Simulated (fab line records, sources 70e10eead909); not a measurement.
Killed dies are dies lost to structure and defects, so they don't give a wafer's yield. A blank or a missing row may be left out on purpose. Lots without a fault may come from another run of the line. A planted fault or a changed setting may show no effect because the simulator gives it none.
A struck lot beside a sound one | flow nand_harc | 14 steps out of a route of 1159
Sound: wafers L283.1, L283.3, L283.5. Struck: wafer L296.2. (L296.1, L296.6 of the same lot were not struck and are left out.) The cause comes at the end.
At each step with rows: each side's tool, then ch and its chambers, then its first start. Under that, the readings that differ: sound wafers | struck wafers | difference of the means | sigmas: that difference in standard deviations of wafers without a fault.
alike: readings whose means differ by less than 2 such deviations, and words and numbers that are the same on both sides. not compared: withheld readings, readings that some wafer has no value for, bounds like >300 that may hide the same value, and numbers for which the record gives no deviation and whose values overlap.
The two part at a step that has a row with sigmas, a row that says differs or no value, or rows on one side only. Numbers that don't overlap but have no deviation are shown without sigmas and don't part them. A reading that every wafer of one side lacks parts them only if that side has two wafers or more.

first, 9 steps without rows for these wafers: NHARC_THIN_TSV_PVD_24 (deposits Al, target thk 800 nm); NHARC_THIN_TSV_DEHYDRATE_25 (time 120 s); NHARC_THIN_TSV_HMDS_26 (time 30 s); NHARC_THIN_TSV_COAT_27; NHARC_THIN_TSV_SOFTBAKE_28 (time 95 s); NHARC_THIN_TSV_EBR_29; NHARC_THIN_TSV_EXPOSE_30 (exposes mask PAD); NHARC_THIN_TSV_PEB_31 (peb time 85 s); NHARC_THIN_TSV_DEVELOP_32 (time 70 s).
NHARC_THIN_TSV_CD_MEAS_33: target cd 5000 nm.
  sound on cd_sem-01 ch 0, day 19 00:46; struck on cd_sem-02 ch 0, day 22 22:58
  alike: cd_nm
then, 1 step without rows for these wafers: NHARC_THIN_TSV_HARDBAKE_34 (time 80 s).
NHARC_THIN_TSV_DESCUM_35: chemistry O2, time 3 s.
  sound on rie_diel-12 ch 2,3, day 19 00:56; struck on rie_diel-05 ch 1, day 22 23:10
  reading                         | sound             | struck | difference | sigmas
  drypump_motor_current_A (A)     | 6.4 6.4 6.4       | 5.1    | -1.3       | -3
  oes_product_au (a.u.)           | 0.991 0.979 0.994 | 1.021  | +0.033     | +4
  showerhead_plenum_p_Torr (Torr) | 1.96 2.00 2.00    | 1.79   | -0.20      | -2
  alike: rf_vpp_V, throttle_valve_pct
  not compared: rf_hours_counter_h
NHARC_THIN_TSV_ETCH_59: etches the open film in Cl2/BCl3, target depth 880 nm, time 138.1 s.
  sound on rie_metal-03 ch 0,1, day 19 01:04; struck on rie_metal-03 ch 1, day 22 23:16
  reading                      | sound             | struck | difference | sigmas
  he_backside_leak_sccm (sccm) | 3.60 3.08 3.16    | 3.78   | +0.50      | +2
  oes_product_au (a.u.)        | 1.003 0.998 0.999 | 0.951  | -0.049     | -8
  alike: drypump_motor_current_A, throttle_valve_pct
  not compared: rf_hours_counter_h
NHARC_THIN_TSV_ETCH_36: etches the open film in Cl2/BCl3, target depth 65 nm, time 18.571 s.
  sound on rie_metal-03 ch 0,1, day 19 01:19; struck on rie_metal-03 ch 0, day 22 23:31
  alike: drypump_motor_current_A, he_backside_leak_sccm, oes_product_au
  not compared: rf_hours_counter_h

WHERE THEY PART
First at NHARC_THIN_TSV_DESCUM_35; last, within this record, at NHARC_THIN_TSV_ETCH_59. Later steps at which nothing parts them and some readings are alike: NHARC_THIN_TSV_ETCH_36.

WHY: what the simulator had put in
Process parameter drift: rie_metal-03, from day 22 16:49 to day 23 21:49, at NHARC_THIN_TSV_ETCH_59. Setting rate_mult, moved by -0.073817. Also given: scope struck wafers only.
